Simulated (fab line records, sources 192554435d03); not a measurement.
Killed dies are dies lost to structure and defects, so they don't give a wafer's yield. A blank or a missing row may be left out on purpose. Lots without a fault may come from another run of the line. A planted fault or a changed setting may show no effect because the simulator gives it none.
Chamber matching | flow n5_finfet | N5_MOL_CONTACT_COAG_ETCH_91 on rie_diel-03: 4 sister chambers
The step etches SOC in N2/H2, target depth 60 nm, overetch 21 nm, time 101.2 s. 4 wafers are shown with their chamber, then 8 later ones without.

WAFERS WITH THEIR CHAMBER
wafer  | chamber | drypump_motor_current_A (A)
L086.3 | 3       | 5.9
L092.2 | 1       | 5.4
L092.5 | 2       | 5.2
L093.2 | 0       | 5.4

WAFERS WITHOUT THEIR CHAMBER
wafer  | drypump_motor_current_A (A)
L093.4 | 5.2
L093.6 | 6.0
L096.1 | 5.9
L096.2 | 5.4
L096.3 | 5.2
L097.1 | 5.2
L097.4 | 5.9
L097.5 | 5.4

WHICH CHAMBER EACH WENT THROUGH
wafer  | from the rows above     | in truth
L093.4 | 2                       | 2
L093.6 | 3                       | 3
L096.1 | 3                       | 3
L096.2 | can't be placed: 0 or 1 | 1
L096.3 | 2                       | 2
L097.1 | 2                       | 2
L097.4 | 3                       | 3
L097.5 | can't be placed: 0 or 1 | 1
Placed correctly: 6 of 8. Can't be placed from these rows: 2 (the true chamber is among the candidates in 2). Placed wrongly: 0.
How it was worked out, from the rows above alone: a wafer's distance from a chamber is the root of the sum, over the readings, of the square of ((its reading less the chamber's mean) divided by the reading's scatter). The wafer belongs to the nearest chamber; if the next one is less than 2 further off, it can't be placed. A chamber's mean is the mean of its shown wafers. The scatter: with one shown wafer a chamber, the root of the mean of the squares of how far each hidden wafer lies from its nearest shown one.
